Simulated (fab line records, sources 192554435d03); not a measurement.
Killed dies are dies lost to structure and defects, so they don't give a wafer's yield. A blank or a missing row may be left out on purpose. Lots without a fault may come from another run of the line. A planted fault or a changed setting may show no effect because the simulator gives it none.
fab line records | flow n5_finfet
record lots=5 wafers=15 last_day=18
route steps=1938 shown BEOL_M15@1823 PASS1_DEP@1831 MIM_BOT@1832 MIM_TOP@1834 PASSIVATION@1936
lots that met no fault: from a run of the same line without faults
start_h: hours from the record's first day to the start of the lot's first wafer shown | wait_h: hours since the lot's step before | " the same as in the row above | L1.1+2: a row that stands for several wafers | - no value, or no start given | * or withheld: withheld | < > ~ a bound
route shown NAME@n: a module of which the file shows steps, and the number in the route of the first | usual: mean/standard deviation of fault-free wafers | same: alike in all rows | chamber/n: place in a boat | sites: the reading at each site | _std_site: their standard deviation | _edge_site: outer sites' mean less inner sites' | radius_mm: how far each site lies from the wafer's centre | mask NAME#n: copy n | behind: the tool/chamber that last shaped the wafer | hold: why the lot was held/for how many hours/how that ended | device: the transistor (n, p or np) that didn't switch | end of line: the same wafers' tests at the end of the route | a step without rows: its recipe alone | killed: dies lost to structure and defects at the first sort, not the wafer's yield | map: a wafer's dies, x killed, . not, _ none there
set.NAME: the setting as run; set.NAME@STEP: as run at that earlier step | model.NAME: the simulator's own value behind a step, which no gauge read
lots at some steps of the route; a table a step, a row a wafer
services: from which hour (start_h, from the record's first day; less than 0 if before it) a tool's chamber was out of use, for how many hours, and why
## steps
# step N5_BEOL_M15_ANNEAL_48
# recipe temp_c=225 time_s=90 ambient=N2
# step N5_BEOL_M15_CMP_49
# recipe stop_on=SiO2 t_overpolish_s=4.9 down_force_psi=2 platen_rpm=80 clearing_platen_down_force_psi=2 clearing_platen_rpm=80 post_cmp_clean=cu_alkaline target_thk_nm=850 clearing_platen_pad_velocity_m_s=1.5917 pad_velocity_m_s=1.5917
# step N5_BEOL_M15_THK_MEAS_50
# recipe thk_meas_gauge=xrf reads=Cu_of_BEOL_M15_ECD_47
# usual M15_THK=846/22
# columns lot.wafer tool chamber start_h wait_h M15_THK[nm]
L731.1 film_metro-02 - 304.70 - 845
L731.2 " - " " 819
L731.6 " - " " 822
L732.2 film_metro-01 - 310.61 - 847
L732.3 " - " " 813
L732.4 " - " " 869
L735.4 film_metro-01 - 342.40 - 848
L735.5 " - " " 846
L735.6 " - " " 892
L738.1 film_metro-01 - 357.85 - 866
L738.2 " - " " 843
L738.6 " - " " 868
L748.2 film_metro-02 - 413.18 - 798
L748.4 " - " " 878
L748.6 " - " " 864
# step N5_BEOL_M15_PRE_CLEAN_52
# recipe gas=NH3 time_s=15 temp_c=withheld rf_power_w=300
# step N5_BEOL_M15_DEP_53
# recipe material=SiCN target_thk_a=500 temp_c=withheld precursor=3MS/NH3 pressure_torr=3 rf_w=675 time_s=17.8
# usual chamber_pressure_Torr=3.001/0.0067 showerhead_plenum_p_Torr=4.148/0.013 throttle_valve_pct=17.2/1.1
# columns lot.wafer tool chamber start_h wait_h chamber_pressure_Torr showerhead_plenum_p_Torr throttle_valve_pct
L731.1 pecvd-04 0 304.76 0.0 2.998 4.161 17.6
L731.2 " 1 " " 3.018 4.137 17.7
L731.6 " 1 " " 3.000 4.128 18.1
L732.2 pecvd-02 2 310.67 0.0 2.989 4.137 15.7
L732.3 " 0 " " 3.008 4.132 16.8
L732.4 " 2 " " 2.996 4.131 15.6
L735.4 pecvd-02 1 342.47 0.0 3.002 4.148 17.0
L735.5 " 2 " " 3.008 4.139 15.2
L735.6 " 0 " " 3.008 4.130 16.7
L738.1 pecvd-03 2 357.91 0.0 2.999 4.146 16.4
L738.2 " 0 " " 2.997 4.168 17.6
L738.6 " 0 " " 2.993 4.172 17.9
L748.2 pecvd-02 1 413.24 0.0 3.003 4.151 16.8
L748.4 " 1 " " 3.007 4.134 17.2
L748.6 " 2 " " 3.005 4.133 15.4
# step N5_BEOL_M15_RS_MEAS_54
# recipe thk_meas_gauge=four-point-probe reads=Cu_of_BEOL_M15_ECD_47+Ta_of_BEOL_M15_SPUTTER_44+TaN_of_BEOL_M15_SPUTTER_43
# usual M15_RS=0.0218/0.00055
# columns lot.wafer tool chamber start_h wait_h M15_RS[ohm/sq]
L731.1 film_metro-02 - 304.83 0.0 0.0218
L731.2 " - " " 0.0223
L731.6 " - " " 0.0222
L732.2 film_metro-01 - 310.74 0.1 0.0219
L732.3 " - " " 0.0227
L732.4 " - " " 0.0211
L735.4 film_metro-02 - 342.53 0.0 0.0219
L735.5 " - " " 0.0222
L735.6 " - " " 0.0210
L738.1 film_metro-02 - 357.98 0.0 0.0217
L738.2 " - " " 0.0223
L738.6 " - " " 0.0218
L748.2 film_metro-02 - 413.31 0.1 0.0231
L748.4 " - " " 0.0209
L748.6 " - " " 0.0213
# step N5_BEOL_M15_INSPECT_55
# recipe inspect_instrument=darkfield mode=post_dep
# usual raw_defect_count=72/22
# columns lot.wafer tool chamber start_h wait_h raw_defect_count
L731.1 defect_inspect-02 - 304.85 0.0 97
L731.2 " - " " 104
L731.6 " - " " 59
L732.2 defect_inspect-02 - 310.77 0.0 36
L732.3 " - " " 89
L732.4 " - " " 50
L735.4 defect_inspect-01 - 342.55 0.0 65
L735.5 " - " " 87
L735.6 " - " " 73
L738.1 defect_inspect-01 - 358.00 0.0 89
L738.2 " - " " 74
L738.6 " - " " 78
L748.2 defect_inspect-01 - 413.33 0.0 80
L748.4 " - " " 71
L748.6 " - " " 48
# step N5_BEOL_M15_RC_MEAS_101
# usual COMB_M10=1.5e-11/3.1e-12 COMB_M11=1.44e-11/2.9e-12 COMB_M12=6.5e-12/1.2e-12 COMB_M13=5e-12/8.9e-13 COMB_M13_max_site=7e-12/1.5e-12 COMB_M14=3.9e-12/7.5e-13 COMB_M15=2.8e-12/5.7e-13 COMB_M5=3.8e-11/8.1e-12 COMB_M6=2.8e-11/5e-12 COMB_M7=2.6e-11/5.2e-12 COMB_M7_max_site=3.7e-11/8.6e-12 COMB_M8=2.6e-11/5.8e-12 COMB_M9=1.5e-11/3.1e-12 SERP_M10=3.12/0.087 SERP_M11=3.11/0.1 SERP_M12=0.635/0.017 SERP_M13=0.311/0.0094 SERP_M14=0.160/0.0042 SERP_M5=39.7/2.3 SERP_M5_max_site=41.2/2.4 SERP_M6=13.7/0.66 SERP_M7=14.1/0.85 SERP_M8=14.1/0.72 SERP_M9=3.07/0.11 SERP_M9_max_site=3.16/0.12
# columns lot.wafer tool chamber start_h wait_h COMB_M10[S/m] COMB_M11[S/m] COMB_M12[S/m] COMB_M13[S/m] COMB_M13_max_site[S/m] COMB_M14[S/m] COMB_M15[S/m] COMB_M5[S/m] COMB_M6[S/m] COMB_M7[S/m] COMB_M7_max_site[S/m] COMB_M8[S/m] COMB_M9[S/m] SERP_M10[ohm/um] SERP_M11[ohm/um] SERP_M12[ohm/um] SERP_M13[ohm/um] SERP_M14[ohm/um] SERP_M5[ohm/um] SERP_M5_max_site[ohm/um] SERP_M6[ohm/um] SERP_M7[ohm/um] SERP_M8[ohm/um] SERP_M9[ohm/um] SERP_M9_max_site[ohm/um]
L731.1 prober-02 0 304.88 0.0 1.1e-11 1.09e-11 7.1e-12 4.5e-12 5.3e-12 5.5e-12 2.5e-12 2.8e-11 3.1e-11 3.5e-11 4.7e-11 1.9e-11 1.9e-11 3.22 3.18 0.616 0.294 0.159 40.3 41.8 13.1 14.8 15.0 2.95 3.13
L731.2 " 0 " " 1.3e-11 8e-12 7.6e-12 4.3e-12 4.7e-12 4.4e-12 2.4e-12 3.2e-11 3e-11 2.3e-11 3e-11 2.1e-11 2e-11 3.25 2.89 0.649 0.305 0.163 38.9 39.4 13.5 15.1 15.5 3.15 3.22
L731.6 " 0 " " 1.8e-11 1.48e-11 5.4e-12 5.1e-12 6.7e-12 3.4e-12 3e-12 4.7e-11 3e-11 2.7e-11 4.1e-11 1.8e-11 1.8e-11 3.26 3.05 0.662 0.297 0.158 39.9 41.0 12.8 12.9 14.9 3.02 3.09
L732.2 prober-01 0 310.95 0.2 2.5e-11 1.53e-11 7.3e-12 4.4e-12 5.9e-12 4.2e-12 2e-12 3.3e-11 2.6e-11 1.7e-11 2.3e-11 2.9e-11 1.1e-11 3.12 3.18 0.622 0.300 0.156 35.2 36.5 13.0 13.8 13.1 2.89 2.98
L732.3 " 0 " " 1.9e-11 1.41e-11 5.2e-12 4.2e-12 5.8e-12 3.7e-12 3e-12 3.6e-11 2.6e-11 3e-11 3.6e-11 2.3e-11 1.8e-11 3.12 3.02 0.646 0.328 0.159 39.9 40.7 13.2 15.0 13.9 3.19 3.25
L732.4 " 0 " " 1.4e-11 1.44e-11 7.3e-12 4.5e-12 6e-12 6.8e-12 3.1e-12 3.6e-11 2.7e-11 3.4e-11 4e-11 2.3e-11 1.5e-11 3.17 3.36 0.659 0.314 0.155 41.7 43.6 13.2 14.7 13.8 2.95 2.98
L735.4 prober-02 0 343.04 0.5 9e-12 1.51e-11 5.7e-12 5.5e-12 6.3e-12 3.7e-12 3.6e-12 3.5e-11 3.5e-11 2.9e-11 3.5e-11 2.3e-11 1.3e-11 3.23 3.05 0.619 0.313 0.159 40.1 42.6 13.6 12.7 14.0 3.02 3.17
L735.5 " 0 " " 1.8e-11 1.4e-11 7.2e-12 5.2e-12 6.6e-12 3.6e-12 2.5e-12 2.6e-11 2.7e-11 2.3e-11 3.8e-11 3.7e-11 1.3e-11 3.17 3.02 0.619 0.309 0.169 38.2 39.9 13.7 13.7 13.9 3.05 3.07
L735.6 " 0 " " 1.3e-11 1.2e-11 5.2e-12 5.8e-12 9.3e-12 3.8e-12 2.9e-12 4.2e-11 2.6e-11 1.9e-11 2.8e-11 2.7e-11 1.3e-11 3.12 3.22 0.633 0.294 0.156 40.2 41.1 13.2 13.1 14.4 3.01 3.13
L738.1 prober-01 0 358.03 0.0 1.7e-11 1.2e-11 6.1e-12 5.1e-12 7.9e-12 3.5e-12 3.1e-12 2.7e-11 2.9e-11 3.5e-11 4.7e-11 2.6e-11 1.1e-11 3.03 3.11 0.635 0.318 0.162 41.9 44.9 13.5 13.1 12.9 3.09 3.17
L738.2 " 0 " " 1.5e-11 2.17e-11 4.7e-12 4.5e-12 5.8e-12 2.2e-12 2.3e-12 2.3e-11 3.7e-11 2.7e-11 3.9e-11 2.3e-11 9e-12 3.29 3.12 0.606 0.304 0.166 40.9 42.5 14.0 13.2 14.2 3.15 3.22
L738.6 " 0 " " 1.5e-11 1.4e-11 6.1e-12 4.6e-12 8.4e-12 3.6e-12 2.8e-12 3.2e-11 3.2e-11 3.3e-11 3.9e-11 2.2e-11 1.7e-11 3.24 3.12 0.658 0.316 0.160 43.5 43.8 14.2 13.3 13.8 3.02 3.11
L748.2 prober-01 0 413.51 0.2 1.6e-11 1.45e-11 6.3e-12 5.6e-12 1.01e-11 3.1e-12 3.1e-12 6.8e-11 2.8e-11 1.8e-11 2.5e-11 2.4e-11 9e-12 3.10 3.08 0.641 0.315 0.155 38.1 38.6 14.0 15.8 14.8 2.96 3.02
L748.4 " 0 " " 1.7e-11 1.56e-11 6.9e-12 5.8e-12 6.6e-12 4e-12 2.4e-12 2.9e-11 3.4e-11 1.7e-11 3.4e-11 1.9e-11 1.1e-11 3.26 3.12 0.619 0.320 0.161 39.5 40.5 14.1 14.4 13.8 3.10 3.15
L748.6 " 0 " " 1.8e-11 1.16e-11 6e-12 3.9e-12 4.6e-12 3.5e-12 2.4e-12 4.5e-11 3.5e-11 2.5e-11 5.5e-11 3.2e-11 1.1e-11 3.16 3.09 0.660 0.328 0.159 38.8 40.3 14.0 13.8 13.7 3.29 3.39
# step N5_PASSIVATION_PECVD_00
# recipe material=SiO2 target_thk_a=2000 temp_c=400 precursor=SiH4/N2O pressure_torr=2.7 rf_w=608 time_s=11.2
# usual chamber_pressure_Torr=2.700/0.0056 heater_power_w=645/110 showerhead_plenum_p_Torr=8.13/0.062 susceptor_temp_C=399.99/0.22 throttle_valve_pct=49/3.4
# columns lot.wafer tool chamber start_h wait_h chamber_pressure_Torr heater_power_w showerhead_plenum_p_Torr susceptor_temp_C throttle_valve_pct
L731.1 pecvd-03 0 305.84 0.8 2.700 722 8.20 399.85 51
L731.2 " 1 " " 2.699 505 8.10 400.15 55
L731.6 " 2 " " 2.705 625 8.15 399.86 46
L732.2 pecvd-02 2 311.76 0.7 2.691 708 8.06 400.21 44
L732.3 " 0 " " 2.705 627 8.04 400.55 48
L732.4 " 1 " " 2.696 601 8.12 399.70 49
L735.4 pecvd-03 2 343.56 0.4 2.702 663 8.12 400.12 46
L735.5 " 1 " " 2.700 596 8.10 400.02 56
L735.6 " 0 " " 2.713 625 8.21 400.02 51
L738.1 pecvd-01 1 358.99 0.8 2.696 909 8.13 399.84 54
L738.2 " 0 " " 2.698 466 8.23 400.00 49
L738.6 " 2 " " 2.704 555 8.21 400.04 52
L748.2 pecvd-02 0 414.32 0.7 2.701 574 8.05 399.59 48
L748.4 " 1 " " 2.696 671 8.10 399.92 49
L748.6 " 0 " " 2.707 590 8.05 400.07 48
# step N5_MIM_BOT_DEGAS_01
# recipe ambient=vacuum temp_c=300 time_s=60
# step N5_MIM_BOT_SPUTTER_00
# recipe material=TiN target_thk_a=350 temp_c=200 power_w=3000 chamber_pressure_pa=0.49996 gas=Ar reactive_partial_pa=0.37997 time_s=89.7
# usual chamber_pressure_pa=0.4999/0.00094 substrate_temp_c=199.98/0.16 susceptor_temp_C=200.02/0.15 throttle_valve_pct=29.7/1
# columns lot.wafer tool chamber start_h wait_h chamber_pressure_pa substrate_temp_c susceptor_temp_C throttle_valve_pct
L731.1 pvd_sputter-01 - 308.27 0.0 0.5007 199.91 200.18 27.6
L731.2 " - " " 0.5007 199.98 200.07 31.1
L731.6 " - " " 0.4994 199.82 200.01 29.5
L732.2 pvd_sputter-01 - 311.89 0.0 0.4996 200.09 199.90 31.5
L732.3 " - " " 0.5003 200.12 200.14 30.8
L732.4 " - " " 0.5003 199.82 200.04 27.8
L735.4 pvd_sputter-02 - 344.28 0.0 0.5017 200.39 200.14 29.7
L735.5 " - " " 0.5000 200.13 200.06 29.8
L735.6 " - " " 0.5005 199.95 200.19 29.1
L738.1 pvd_sputter-01 - 360.25 0.0 0.5013 200.19 200.02 30.7
L738.2 " - " " 0.5000 200.05 200.04 31.2
L738.6 " - " " 0.5007 199.86 200.11 31.1
L748.2 pvd_sputter-02 - 414.42 0.0 0.5003 199.93 199.84 29.6
L748.4 " - " " 0.4995 200.20 200.00 30.7
L748.6 " - " " 0.5013 200.09 199.82 29.8
# step N5_MIM_TOP_ALD_00
# recipe material=Al2O3 target_thk_a=* temp_c=withheld ald_precursor_family=TMA ald_co_reactant=O3 pulse_time_s=withheld purge_time_s=3 co_reactant_purge_time_s=withheld co_reactant_pulse_time_s=3 ald_cycles=withheld
# usual precursor_pulse_height_rel=1.000/0.023
# columns lot.wafer tool chamber start_h wait_h precursor_pulse_height_rel
L731.1 ald_hk-01 0 308.37 0.1 0.990
L731.2 " 1 " " 0.940
L731.6 " 0 " " 0.991
L732.2 ald_hk-01 1 311.99 0.1 1.038
L732.3 " 3 " " 1.003
L732.4 " 0 " " 0.985
L735.4 ald_hk-01 2 344.39 0.1 0.992
L735.5 " 0 " " 1.025
L735.6 " 1 " " 0.989
L738.1 ald_hk-01 1 360.35 0.1 1.052
L738.2 " 2 " " 1.054
L738.6 " 3 " " 1.026
L748.2 ald_hk-02 0 414.52 0.1 1.025
L748.4 " 2 " " 1.014
L748.6 " 3 " " 0.990
# step N5_MIM_TOP_ALD_01
# recipe material=HfO2 target_thk_a=56 temp_c=withheld ald_precursor_family=Hf-amide ald_co_reactant=O3 pulse_time_s=1 purge_time_s=3 co_reactant_purge_time_s=2 co_reactant_pulse_time_s=3 ald_cycles=62
# usual ald_cycles=62/0 precursor_pulse_height_rel=0.999/0.02
# same co_reactant_purge_time_s=2 pulse_time_s=1 purge_time_s=3
# columns lot.wafer tool chamber start_h wait_h ald_cycles precursor_pulse_height_rel model.HfO2_of_MIM_TOP_ALD_01.thk_nm
L731.1 ald_hk-01 0 308 - 62 1.032 5.6
L731.2 " 1 " " 62 0.974 5.6
L731.6 " 0 " " 62 1.001 5.6
L732.2 ald_hk-01 1 312 - 62 1.016 5.6
L732.3 " 3 " " 62 1.001 5.6
L732.4 " 0 " " 62 0.970 5.6
L735.4 ald_hk-01 2 344 - 62 1.006 5.6
L735.5 " 0 " " 62 0.959 5.6
L735.6 " 1 " " 62 0.979 5.6
L738.1 ald_hk-01 1 360 - 71 0.986 6.4
L738.2 " 2 " " 62 0.998 5.6
L738.6 " 3 " " 62 1.011 5.6
L748.2 ald_hk-02 0 414 - 62 1.001 5.6
L748.4 " 2 " " 62 1.004 5.6
L748.6 " 3 " " 62 1.010 5.6
# step N5_MIM_TOP_ALD_02
# recipe material=Al2O3 target_thk_a=* temp_c=withheld ald_precursor_family=TMA ald_co_reactant=O3 pulse_time_s=withheld purge_time_s=3 co_reactant_purge_time_s=withheld co_reactant_pulse_time_s=3 ald_cycles=withheld
# usual precursor_pulse_height_rel=1.000/0.02
# columns lot.wafer tool chamber start_h wait_h precursor_pulse_height_rel
L731.1 ald_hk-01 0 - - 0.997
L731.2 " 1 " " 1.009
L731.6 " 0 " " 1.006
L732.2 ald_hk-01 1 - - 1.041
L732.3 " 3 " " 1.056
L732.4 " 0 " " 1.018
L735.4 ald_hk-01 2 - - 1.054
L735.5 " 0 " " 1.002
L735.6 " 1 " " 0.971
L738.1 ald_hk-01 1 - - 1.005
L738.2 " 2 " " 1.002
L738.6 " 3 " " 0.989
L748.2 ald_hk-02 0 - - 1.004
L748.4 " 2 " " 1.025
L748.6 " 3 " " 0.977
# step N5_PASSIVATION_PROBE_49
# usual defect_limited_yield=91.3/1.4 killed_at_M0_to_M3=33/9.9 killed_at_M4_up=15/5.6 killed_at_contacts=13/5.7 killed_at_front_end=38/12 killed_at_other=4/3.1 killed_dies=103/17 killed_open=66/13 killed_short=32/7.8 sort_bin_4_leakage=0.02/0.16 sort_bin_5_function=5.1/0.95 sort_bin_6_memory=3.2/0.68 sort_n_pass=1077/17 sort_yield_pct=91.3/1.5
# same gross_dies=1180 killed_at_back_side=0 sort_bin_8_speed[%]=0
# columns lot.wafer tool chamber start_h wait_h defect_limited_yield[%] killed_at_M0_to_M3 killed_at_M4_up killed_at_contacts killed_at_front_end killed_at_other killed_dies killed_open killed_short sort_bin_4_leakage[%] sort_bin_5_function[%] sort_bin_6_memory[%] sort_n_pass sort_yield_pct[%]
L731.1 prober-02 - 321.17 0.0 89.3 33 21 16 53 3 126 89 35 0 6.4 3.8 1054 89.3
L731.2 prober-02 - 321.22 0.1 89.6 36 13 16 55 3 123 77 41 0 6.1 4.0 1057 89.6
L731.6 prober-02 - 321.42 0.3 91.3 26 20 21 33 3 103 73 28 0 5.5 3.1 1077 91.3
# killed by level:class
L731.1 FIN_SAQP:geometric_particle:open=17 FIN_SAQP:geometric_particle:short=14 MOL_CONTACT_COAG:geometric_particle:open=14 BEOL_M5:geometric_particle:open=9 BEOL_M2:geometric_particle:open=8 BEOL_M0_SAQP:geometric_particle:open=7 GATE_CUT:geometric_particle:short=6 BEOL_M1:geometric_particle:open=6
L731.2 FIN_SAQP:geometric_particle:open=15 FIN_SAQP:geometric_particle:short=15 BEOL_M0_SAQP:geometric_particle:short=13 MOL_CONTACT_COAG:geometric_particle:open=12 BEOL_M0_SAQP:geometric_particle:open=10 DUMMY_GATE:geometric_particle:open=8 STI_FIN_REVEAL:geometric_particle:open=6 BEOL_M2:geometric_particle:open=5
L731.6 MOL_CONTACT_COAG:geometric_particle:open=18 FIN_SAQP:geometric_particle:open=12 FIN_SAQP:geometric_particle:short=9 BEOL_M0_SAQP:geometric_particle:open=8 BEOL_M5:geometric_particle:open=7 BEOL_M2:geometric_particle:open=5 BEOL_M0_SAQP:geometric_particle:short=4 BEOL_M1:geometric_particle:open=4
## services
# columns tool chamber start_h hours kind
pecvd-03 1 281.86 19.3 repair
pecvd-04 0 286.04 5.0 scheduled_down
pecvd-01 2 310.46 16.5 scheduled_down
pecvd-01 - 316.00 14.6 pm
pecvd-04 - 368.61 28.1 pm
pvd_sputter-02 - 379.03 2.5 repair
pvd_sputter-01 - 395.83 3.8 repair
pecvd-04 - 396.71 2.8 pm
pecvd-04 1 399.70 - clean
pecvd-04 1 399.70 - consumable_replace:showerhead
pecvd-04 1 399.70 29.0 scheduled_down
pecvd-04 1 399.70 29.0 vent_cycle
pvd_sputter-01 - 409.95 9.2 repair
pecvd-04 - 413.35 1.6 repair
## key
first_sign step=N5_MIM_TOP_ALD_01 reading=ald_cycles direction=up sigmas=99+ usual=* struck=*
effect none on later readings
model_effect step=N5_MIM_TOP_ALD_01 value=HfO2_of_MIM_TOP_ALD_01.thk_nm without=5.6 struck=6.4
met_at N5_MIM_TOP_ALD_01
struck_wafers L738.1
onset_between 344 360
fault kind=process_parameter_drift tool=ald_hk-01 chamber=- onset_h=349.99 steps=N5_MIM_TOP_ALD_01 channel=ald_cycles offset=* shape=step end_h=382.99 scope=struck_wafers_only acts_in=* stated=*
